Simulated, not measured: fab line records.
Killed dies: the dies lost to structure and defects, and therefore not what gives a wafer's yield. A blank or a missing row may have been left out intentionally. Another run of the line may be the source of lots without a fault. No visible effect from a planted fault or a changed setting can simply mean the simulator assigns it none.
fab line records    flow n5Finfet
record lots=7  wafers=39
route steps=1938 shown PMOS_HMC_CHANNEL_EPI@78 FIN_SAQP@130 DUMMY_GATE@246 MOL_CONTACT_COAG@615
startH: hours from the record's opening day to when the first of the lot's shown wafers began    waitH: hours from the lot's prior step to this one    " as in the row above    L1.1+2: one row covering several wafers at once    - no value, or no start given    * or withheld: withheld    < > ~ a bound
route shown NAME@n: a module of which the file shows steps, and the number in the route of the first    usual: the fault-free wafers' mean and standard deviation    same: alike in all rows    chamber/n: place in a boat    sites: per-site readings    _std_site: standard deviation of those values    _edge_site: inner sites' mean taken away from outer sites' mean    radiusMm: for every site, how far away it sits from the centre of the wafer    mask NAME#n: copy n    behind: tool/chamber where the wafer was last shaped    hold: reason for holding the lot/hours on hold/outcome of the hold    device: names the non-switching transistor (n, p or np)    end of line: the route-end tests of the same wafers    a step without rows: its recipe alone    killed: at the first sort, the dies lost to defects and structure; wafer yield is something else    map: per-die view of a wafer (x killed, . not killed, _ where there is no die)
set.NAME: the run value of the setting; set.NAME@STEP: its run value at that earlier step    model.NAME: the simulator's own value behind a step, which no gauge read
lots whose settings were changed on purpose; a table a step, a row a wafer
## steps
# step N5_PMOS_HMC_CHANNEL_EPI_EPI_20
# recipe material=SiGe30  maskMaterial=SiO2  pressureTorr=20  targetThkA=590  tempC=600
lot.wafer  tool         chamber  startH  waitH  set.pressureTorr  model.SiGe30_of_PMOS_HMC_CHANNEL_EPI_EPI_20.thkNm
L074.1     epiRpcvd-01  0        18.79   0.0    20                59.16
L074.3+4   "            0        "       "      20                59.15
L080.1     epiRpcvd-03  0        54.04   0.0    20                58.49
L080.2     "            0        "       "      20                58.77
L080.3     "            0        "       "      20                59.12
L080.4     "            0        "       "      20                58.65
L080.5     "            0        "       "      20                57.12
L080.6     "            0        "       "      20                59.42
L082.1     epiRpcvd-04  0        67.99   0.0    21.08             59.99
L082.2     "            0        "       "      21.08             60.18
L082.3     "            0        "       "      21.08             60.38
L082.4     "            0        "       "      21.08             60.85
L082.5     "            0        "       "      21.08             59.58
L082.6     "            0        "       "      21.08             60.14
L084.1     epiRpcvd-04  0        77.98   0.0    17.51             55.82
L084.2     "            0        "       "      17.51             54.75
L084.3     "            0        "       "      17.51             56.54
L084.4     "            0        "       "      17.51             55.73
L084.5     "            0        "       "      17.51             55.7
L084.6     "            0        "       "      17.51             55.03
L091.1     epiRpcvd-04  0        119.93  0.0    20                59.73
L091.2     "            0        "       "      20                59.98
L091.3     "            0        "       "      20                59.22
L091.4     "            0        "       "      20                59.53
L091.5     "            0        "       "      20                59.52
L091.6     "            0        "       "      20                59.96
L093.1     epiRpcvd-03  0        132.79  0.8    18.66             56.58
L093.2     "            0        "       "      18.66             56.67
L093.3     "            0        "       "      18.66             57.31
L093.4     "            0        "       "      18.66             57.07
L093.5     "            0        "       "      18.66             57.06
L093.6     "            0        "       "      18.66             56.63
L094.1     epiRpcvd-01  0        138.07  0.0    18.9              56.48
L094.2     "            0        "       "      18.9              56.92
L094.3     "            0        "       "      18.9              56.97
L094.4     "            0        "       "      18.9              57.69
L094.5     "            0        "       "      18.9              57.75
L094.6     "            0        "       "      18.9              56.81
# step N5_FIN_SAQP_ETCH_65
# recipe chemistry=CF4  target=SiO2  targetDepthA=40  ionEnergyEv=350  timeS=4.4  pressureMtorr=10  icpW=800  biasW=400  cf4FlowSccm=80
lot.wafer  tool      chamber  startH  waitH  set.timeS  model.etch.depthNm
L074.1     rieSi-01  3        25.11   0.1    4.4        3.913
L074.3     "         0        "       "      4.4        3.916
L074.4     "         1        "       "      4.4        4.062
L080.1     rieSi-06  3        59.60   0.1    4.4        4.002
L080.2     "         1        "       "      4.4        4.069
L080.3     "         2        "       "      4.4        4.161
L080.4     "         0        "       "      4.4        3.984
L080.5     "         3        "       "      4.4        3.978
L080.6     "         0        "       "      4.4        4.004
L082.1     rieSi-05  0        74.40   0.1    4.4        3.904
L082.2     "         1        "       "      5.147      4.524
L082.3     "         3        "       "      4.4        4.009
L082.4     "         2        "       "      4.4        3.971
L082.5     "         3        "       "      5.147      4.663
L082.6     "         0        "       "      5.147      4.541
L084.1     rieSi-05  3        84.92   0.1    4.4        4.047
L084.2     "         0        "       "      4.4        3.906
L084.3     "         1        "       "      4.4        3.9
L084.4     "         2        "       "      4.4        4.001
L084.5     "         1        "       "      4.4        3.919
L084.6     "         0        "       "      4.4        3.914
L091.1     rieSi-01  3        126.04  0.1    4.02       3.628
L091.2     "         0        "       "      4.4        3.885
L091.3     "         2        "       "      4.4        3.952
L091.4     "         1        "       "      4.4        4.092
L091.5     "         1        "       "      4.02       3.716
L091.6     "         2        "       "      4.02       3.607
L093.1     rieSi-05  3        140.42  0.1    3.867      3.548
L093.2     "         0        "       "      4.4        3.904
L093.3     "         1        "       "      4.4        3.86
L093.4     "         2        "       "      3.867      3.508
L093.5     "         2        "       "      4.4        4.029
L093.6     "         3        "       "      3.867      3.553
L094.1     rieSi-01  0        144.53  0.1    4.4        3.908
L094.2     "         2        "       "      4.4        3.976
L094.3     "         1        "       "      5.176      4.777
L094.4     "         3        "       "      4.4        3.937
L094.5     "         2        "       "      5.176      4.689
L094.6     "         1        "       "      5.176      4.794
# step N5_DUMMY_GATE_ETCH_32
# recipe chemistry=CF4  target=SiO2  targetDepthA=35  timeS=3.9  ionEnergyEv=350  pressureMtorr=10  icpW=800  biasW=400  cf4FlowSccm=80
lot.wafer  tool      chamber  startH  waitH  set.timeS  model.etch.depthNm
L074.1     rieSi-02  2        47.20   0.1    3.9        3.539
L074.3     "         1        "       "      3.9        3.591
L074.4     "         0        "       "      3.9        3.619
L080.1     rieSi-04  1        82.60   0.1    3.19       2.777
L080.2     "         3        "       "      3.9        3.39
L080.3     "         2        "       "      3.19       2.86
L080.4     "         0        "       "      3.19       2.899
L080.5     "         1        "       "      3.9        3.405
L080.6     "         2        "       "      3.9        3.496
L082.1     rieSi-03  2        95.94   0.1    3.9        3.467
L082.2     "         0        "       "      3.15       2.931
L082.3     "         1        "       "      3.15       2.823
L082.4     "         3        "       "      3.15       2.78
L082.5     "         3        "       "      3.9        3.448
L082.6     "         2        "       "      3.9        3.5
L084.1     rieSi-02  3        107.02  0.1    3.9        3.552
L084.2     "         2        "       "      3.9        3.518
L084.3     "         1        "       "      3.9        3.571
L084.4     "         0        "       "      3.9        3.598
L084.5     "         1        "       "      3.9        3.579
L084.6     "         0        "       "      3.9        3.587
L091.1     rieSi-03  2        147.40  0.1    3.9        3.48
L091.2     "         0        "       "      3.9        3.626
L091.3     "         1        "       "      3.9        3.479
L091.4     "         2        "       "      3.9        3.492
L091.5     "         0        "       "      3.9        3.671
L091.6     "         1        "       "      3.9        3.467
L093.1     rieSi-03  0        163.66  0.1    3.9        3.609
L093.2     "         3        "       "      3.506      3.063
L093.3     "         1        "       "      3.506      3.134
L093.4     "         2        "       "      3.9        3.481
L093.5     "         3        "       "      3.9        3.419
L093.6     "         2        "       "      3.506      3.132
L094.1     rieSi-02  0        167.13  0.1    3.9        3.537
L094.2+4   "         2        "       "      3.9        3.459
L094.3     "         3        "       "      3.9        3.522
L094.5     "         0        "       "      3.9        3.568
L094.6     "         3        "       "      3.9        3.544
# step N5_MOL_CONTACT_COAG_VIA_ETCH_117
# recipe chemistry=C4F6/O2  targetDepthA=400  overetchA=80  maskMaterial=SOC  target=SiO2  biasW=455  pressureMtorr=10  timeS=26  sourceW=325  Ar_flow_sccm=300  C4F6_flow_sccm=10  O2_flow_sccm=10  ionEnergyEv=575.3  ends=endPoint
# usual rfVppV=1573/28
lot.wafer  tool        chamber  startH  waitH  set.biasW  rfVppV
L074.1     rieDiel-04  2        100.61  0.0    455        1558
L074.3     "           1        "       "      455        1580
L074.4     "           0        "       "      455        1607
L080.1     rieDiel-05  0        139.53  0.0    455        1539
L080.2     "           3        "       "      526        1713
L080.3     "           2        "       "      526        1741
L080.4     "           1        "       "      455        1544
L080.5     "           1        "       "      526        1720
L080.6     "           0        "       "      455        1540
L082.1     rieDiel-05  0        150.27  0.0    504.4      1662
L082.2     "           1        "       "      504.4      1666
L082.3     "           2        "       "      455        1564
L082.4     "           3        "       "      455        1539
L082.5     "           0        "       "      455        1539
L082.6     "           3        "       "      504.4      1661
L084.1     rieDiel-03  2        160.26  0.0    455        1592
L084.2     "           0        "       "      455        1578
L084.3     "           3        "       "      455        1598
L084.4     "           1        "       "      455        1569
L084.5     "           1        "       "      455        1567
L084.6     "           0        "       "      455        1575
L091.1     rieDiel-03  0        200.78  0.0    409.2      1455
L091.2     "           2        "       "      455        1590
L091.3     "           1        "       "      455        1566
L091.4     "           3        "       "      409.2      1476
L091.5     "           2        "       "      409.2      1470
L091.6     "           1        "       "      455        1568
L093.1     rieDiel-04  3        215.97  0.0    455        1624
L093.2     "           2        "       "      525.8      1733
L093.3     "           0        "       "      525.8      1788
L093.4     "           1        "       "      525.8      1758
L093.5     "           3        "       "      455        1623
L093.6     "           0        "       "      455        1608
L094.1     rieDiel-04  0        219.91  0.0    455        1609
L094.2     "           2        "       "      521.5      1723
L094.3     "           3        "       "      455        1623
L094.4     "           1        "       "      521.5      1747
L094.5     "           2        "       "      455        1556
L094.6     "           1        "       "      521.5      1748
## key
split step=N5_PMOS_HMC_CHANNEL_EPI_EPI_20  setting=pressureTorr  stated=20  by=lot
response step=N5_PMOS_HMC_CHANNEL_EPI_EPI_20  reading=model.SiGe30_of_PMOS_HMC_CHANNEL_EPI_EPI_20.thkNm  change=+0.276  per=1%  r=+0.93
split step=N5_FIN_SAQP_ETCH_65  setting=timeS  stated=4.4  by=wafer
response step=N5_FIN_SAQP_ETCH_65  reading=model.etch.depthNm  change=+0.0394  per=1%  r=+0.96
split step=N5_DUMMY_GATE_ETCH_32  setting=timeS  stated=3.9  by=wafer
response step=N5_DUMMY_GATE_ETCH_32  reading=model.etch.depthNm  change=+0.0332  per=1%  r=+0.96
split step=N5_MOL_CONTACT_COAG_VIA_ETCH_117  setting=biasW  stated=455  by=wafer
response step=N5_MOL_CONTACT_COAG_VIA_ETCH_117  reading=rfVppV  change=+10.3  per=1%  r=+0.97
